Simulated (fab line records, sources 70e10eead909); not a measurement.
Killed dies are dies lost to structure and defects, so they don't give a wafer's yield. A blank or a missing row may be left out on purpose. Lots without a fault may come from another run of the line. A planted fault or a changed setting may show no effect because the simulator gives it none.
Which tool did it? | flow nand_harc | 15 lots, 42 wafers sampled, at 4 steps of a route of 1159

WHAT THE GAUGES READ, wafer by wafer
NHARC_P_M0_INSPECT_11.
lot  | measured     | on                | raw_defect_count
L136 | day 5 19:08  | defect_inspect-01 | 1 3 4
L137 | day 5 19:46  | defect_inspect-01 | 6 3 1
L139 | day 6 14:07  | defect_inspect-01 | 2 6 4
L138 | day 6 14:31  | defect_inspect-01 | 3 0 3
L141 | day 7 04:04  | defect_inspect-01 | 2 3 2
L144 | day 7 21:43  | defect_inspect-01 | 2 1 5
L149 | day 9 02:05  | defect_inspect-01 | 7 8
L147 | day 9 02:38  | defect_inspect-01 | 0 4
L148 | day 9 03:46  | defect_inspect-02 | 3 2
L151 | day 9 16:13  | defect_inspect-02 | 8 14 14
L153 | day 10 05:31 | defect_inspect-01 | 1 4 4
L155 | day 10 08:23 | defect_inspect-01 | 6 5 6
L154 | day 10 09:55 | defect_inspect-01 | 2 1 2
L157 | day 10 20:10 | defect_inspect-02 | 2 7 3
L159 | day 11 11:10 | defect_inspect-02 | 4 9 2

NHARC_P_M1_CD_MEAS_16.
lot  | measured     | on        | cd_nm (nm)
L136 | day 5 23:27  | cd_sem-03 | 130.3 130.9 130.5
L137 | day 6 00:11  | cd_sem-03 | 131.3 130.7 130.8
L139 | day 6 18:35  | cd_sem-01 | 130.4 129.5 129.9
L138 | day 6 19:36  | cd_sem-01 | 129.5 130.7 130.1
L141 | day 7 08:29  | cd_sem-03 | 129.8 129.8 130.3
L144 | day 8 02:14  | cd_sem-02 | 130.1 130.5 130.4
L149 | day 9 06:40  | cd_sem-02 | 130.5 129.6
L147 | day 9 07:01  | cd_sem-02 | 130.5 130.1
L148 | day 9 08:33  | cd_sem-03 | 128.7 129.2
L151 | day 9 21:20  | cd_sem-03 | 129.9 130.2 129.7
L153 | day 10 10:34 | cd_sem-02 | 130.4 130.5 130.3
L155 | day 10 13:02 | cd_sem-03 | 130.4 130.3 130.0
L154 | day 10 14:36 | cd_sem-03 | 130.6 130.1 130.6
L157 | day 11 00:40 | cd_sem-03 | 130.7 130.4 130.0
L159 | day 11 16:00 | cd_sem-02 | 130.0 129.9 128.9

WHICH TOOL RAN EACH LOT (tool, then ch and the chambers of the sampled wafers, then the start)
lot  | NHARC_P_GATE_RTA_82              | NHARC_P_CONTACT_ETCH_31
L136 | rtp_anneal-02 ch 0, day 5 09:20  | rie_diel-11 ch 0,3, day 5 12:10
L137 | rtp_anneal-02 ch 0, day 5 10:01  | rie_diel-08 ch 0,1,3, day 5 12:49
L139 | rtp_anneal-02 ch 0, day 5 22:54  | rie_diel-08 ch 1,2,3, day 6 01:40
L138 | rtp_anneal-01 ch 0, day 5 23:20  | rie_diel-11 ch 0,1,3, day 6 02:10
L141 | rtp_anneal-02 ch 0, day 6 13:33  | rie_diel-11 ch 0,3, day 6 16:11
L144 | rtp_anneal-02 ch 0, day 7 15:37  | rie_diel-08 ch 0,1,3, day 7 18:22
L149 | rtp_anneal-02 ch 0, day 8 19:10  | rie_diel-08 ch 0,1, day 8 21:59
L147 | rtp_anneal-01 ch 0, day 8 20:21  | rie_diel-08 ch 2,3, day 8 23:07
L148 | rtp_anneal-02 ch 0, day 8 21:44  | rie_diel-08 ch 0,3, day 9 00:24
L151 | rtp_anneal-02 ch 0, day 9 05:10  | rie_diel-11 ch 0,3, day 9 08:02
L153 | rtp_anneal-01 ch 0, day 9 16:55  | rie_diel-11 ch 0,1, day 9 20:01
L155 | rtp_anneal-01 ch 0, day 10 01:42 | rie_diel-11 ch 1,3, day 10 05:01
L154 | rtp_anneal-02 ch 0, day 10 02:08 | rie_diel-05 ch 0,1,2, day 10 06:08
L157 | rtp_anneal-01 ch 0, day 10 12:01 | rie_diel-11 ch 0,2, day 10 14:43
L159 | rtp_anneal-02 ch 0, day 11 04:35 | rie_diel-11 ch 0,2,3, day 11 07:47
- NHARC_P_GATE_RTA_82: time 30 s.
- NHARC_P_CONTACT_ETCH_31: etches the open film in CH3F/O2, target depth 30 nm, time 85.7 s.

WHAT THE TOOLS THEMSELVES READ (means of the sampled wafers that have a number; where no wafer has one, the mark that the record gives instead)
NHARC_P_GATE_RTA_82.
lot  | tool          | lamp_power_pct (%) | wafer_temp_C_max
L136 | rtp_anneal-02 | 4.9                | 452.3
L137 | rtp_anneal-02 | 4.9                | 451.5
L139 | rtp_anneal-02 | 4.9                | 451.4
L138 | rtp_anneal-01 | 3.9                | 452.4
L141 | rtp_anneal-02 | 4.9                | 451.8
L144 | rtp_anneal-02 | 4.9                | 451.3
L149 | rtp_anneal-02 | 4.9                | 451.5
L147 | rtp_anneal-01 | 3.9                | 451.9
L148 | rtp_anneal-02 | 4.9                | 451.5
L151 | rtp_anneal-02 | 4.9                | 451.6
L153 | rtp_anneal-01 | 3.9                | 451.9
L155 | rtp_anneal-01 | 3.9                | 451.7
L154 | rtp_anneal-02 | 4.9                | 451.9
L157 | rtp_anneal-01 | 3.9                | 451.6
L159 | rtp_anneal-02 | 4.9                | 451.3

NHARC_P_CONTACT_ETCH_31.
lot  | tool        | chamber_pressure_mTorr (mTorr) | drypump_motor_current_A (A) | oes_product_au (a.u.) | rf_vpp_V (V) | showerhead_plenum_p_Torr (Torr) | throttle_valve_pct (%)
L136 | rie_diel-11 | 25.015                         | 5.5                         | 0.979                 | 246.4        | 2.58                            | 20.672
L137 | rie_diel-08 | 25.000                         | 5.2                         | 0.967                 | 241.8        | 2.32                            | 20.660
L139 | rie_diel-08 | 25.009                         | 5.5                         | 0.976                 | 244.2        | 2.40                            | 20.671
L138 | rie_diel-11 | 25.023                         | 5.5                         | 0.963                 | 246.1        | 2.58                            | 20.661
L141 | rie_diel-11 | 24.997                         | 5.7                         | 0.987                 | 244.9        | 2.58                            | 20.665
L144 | rie_diel-08 | 25.022                         | 5.3                         | 0.977                 | 241.5        | 2.31                            | 20.664
L149 | rie_diel-08 | 24.999                         | 5.3                         | 0.839                 | 242.7        | 2.30                            | 20.681
L147 | rie_diel-08 | 24.984                         | 5.3                         | 0.826                 | 244.3        | 2.44                            | 20.662
L148 | rie_diel-08 | 25.020                         | 5.0                         | 0.669                 | 240.8        | 2.30                            | 20.674
L151 | rie_diel-11 | 25.002                         | 5.7                         | 0.988                 | 246.4        | 2.58                            | 20.651
L153 | rie_diel-11 | 25.001                         | 5.7                         | 0.976                 | 245.8        | 2.57                            | 20.657
L155 | rie_diel-11 | 24.996                         | 5.3                         | 0.985                 | 246.4        | 2.58                            | 20.651
L154 | rie_diel-05 | 24.999                         | 5.8                         | 0.964                 | 243.4        | 2.40                            | 20.667
L157 | rie_diel-11 | 24.974                         | 6.1                         | 0.985                 | 245.2        | 2.51                            | 20.655
L159 | rie_diel-11 | 25.007                         | 5.8                         | 0.959                 | 245.5        | 2.55                            | 20.671

THE ANSWER, worked out from the rows above alone
Rule: what is usual is taken from the lots themselves. Put in order of their means at a reading, lots are off if they are a third of the lots or fewer, leave a main group of 4 or more, and stand apart from it by a gap of 3 or more times the standard deviation of the main group's means; of several such gaps the widest counts. A main group whose means are all the same, to the digits that the tables above print for the reading, isn't used. A lot without any number at a reading at which 4 lots or more have one is off too. The other lots that the step has rows for count as sound. The gauges are gone through in route order, then the tools' own readings, and for those a lot's mean is taken as printed above. The first step at which some lot is off is used, and at that step the reading that is off furthest; a lot without a number counts as furthest.
Off: L149, L147, L148, at NHARC_P_CONTACT_ETCH_31 (oes_product_au). The main group: mean 0.976 a.u., standard deviation 0.0096.
A tool fits if, at that step or a process step before it, it ran every lot that is off, and no sound lot after the first of them. One fits: rie_diel-08 at NHARC_P_CONTACT_ETCH_31. Its last sound lot is L144 (day 7 18:22), its first lot that is off L149 (day 8 21:59): a fault that began between those two fits.
The tool's own readings at NHARC_P_CONTACT_ETCH_31 bear it out: on the lots that are off they differ by more than 5 times the standard deviation of the sound lots' means. oes_product_au reads 0.778 a.u. there against 0.976 a.u. on the sound lots.

WHAT THE SIMULATOR HAD PUT IN
Process parameter drift: rie_diel-08, from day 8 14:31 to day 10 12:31, at NHARC_P_CONTACT_ETCH_31. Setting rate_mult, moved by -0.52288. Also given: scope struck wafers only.
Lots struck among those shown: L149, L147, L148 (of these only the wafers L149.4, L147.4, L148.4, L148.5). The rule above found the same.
